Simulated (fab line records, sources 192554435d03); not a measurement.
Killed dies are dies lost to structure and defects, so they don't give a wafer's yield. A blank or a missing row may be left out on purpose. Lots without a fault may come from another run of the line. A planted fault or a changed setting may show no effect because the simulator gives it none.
Which tool did it? | flow n5_finfet | 12 lots, 34 wafers sampled, at 1 step of a route of 1938

WHAT THE GAUGES READ, wafer by wafer
N5_FIN_SAQP_INSPECT_18: inspects for defects (brightfield).
lot  | measured    | on                | raw_defect_count
L773 | day 1 23:26 | defect_inspect-02 | 396 368 539
L774 | day 2 04:25 | defect_inspect-01 | 442 651 400
L775 | day 2 09:49 | defect_inspect-01 | 328 391
L776 | day 2 16:17 | defect_inspect-01 | 312 406 564
L777 | day 2 22:07 | defect_inspect-01 | 652 405 386
L778 | day 3 03:52 | defect_inspect-01 | 482 334 580
L779 | day 3 09:31 | defect_inspect-02 | 526 435 433
L780 | day 3 15:43 | defect_inspect-02 | 312 341 339
L781 | day 3 22:33 | defect_inspect-02 | 672 442 300
L782 | day 4 05:43 | defect_inspect-02 | 515 528
L783 | day 4 10:14 | defect_inspect-02 | 821 485 494
L790 | day 6 04:38 | defect_inspect-01 | 364 305 390

WHICH TOOL RAN EACH LOT (tool, then ch and the chambers of the sampled wafers, then the start)
The record holds no process step before these readings.

WHAT THE TOOLS THEMSELVES READ (means of the sampled wafers that have a number; where no wafer has one, the mark that the record gives instead)
The record holds no such reading with a usual standard deviation.

THE ANSWER, worked out from the rows above alone
Rule: what is usual is taken from the lots themselves. Put in order of their means at a reading, lots are off if they are a third of the lots or fewer, leave a main group of 4 or more, and stand apart from it by a gap of 3 or more times the standard deviation of the main group's means; of several such gaps the widest counts. A main group whose means are all the same, to the digits that the tables above print for the reading, isn't used. A lot without any number at a reading at which 4 lots or more have one is off too. The other lots that the step has rows for count as sound. The gauges are gone through in route order, then the tools' own readings, and for those a lot's mean is taken as printed above. The first step at which some lot is off is used, and at that step the reading that is off furthest; a lot without a number counts as furthest.
No lot is off at any reading shown: from this, nothing can be told.

WHAT THE SIMULATOR HAD PUT IN
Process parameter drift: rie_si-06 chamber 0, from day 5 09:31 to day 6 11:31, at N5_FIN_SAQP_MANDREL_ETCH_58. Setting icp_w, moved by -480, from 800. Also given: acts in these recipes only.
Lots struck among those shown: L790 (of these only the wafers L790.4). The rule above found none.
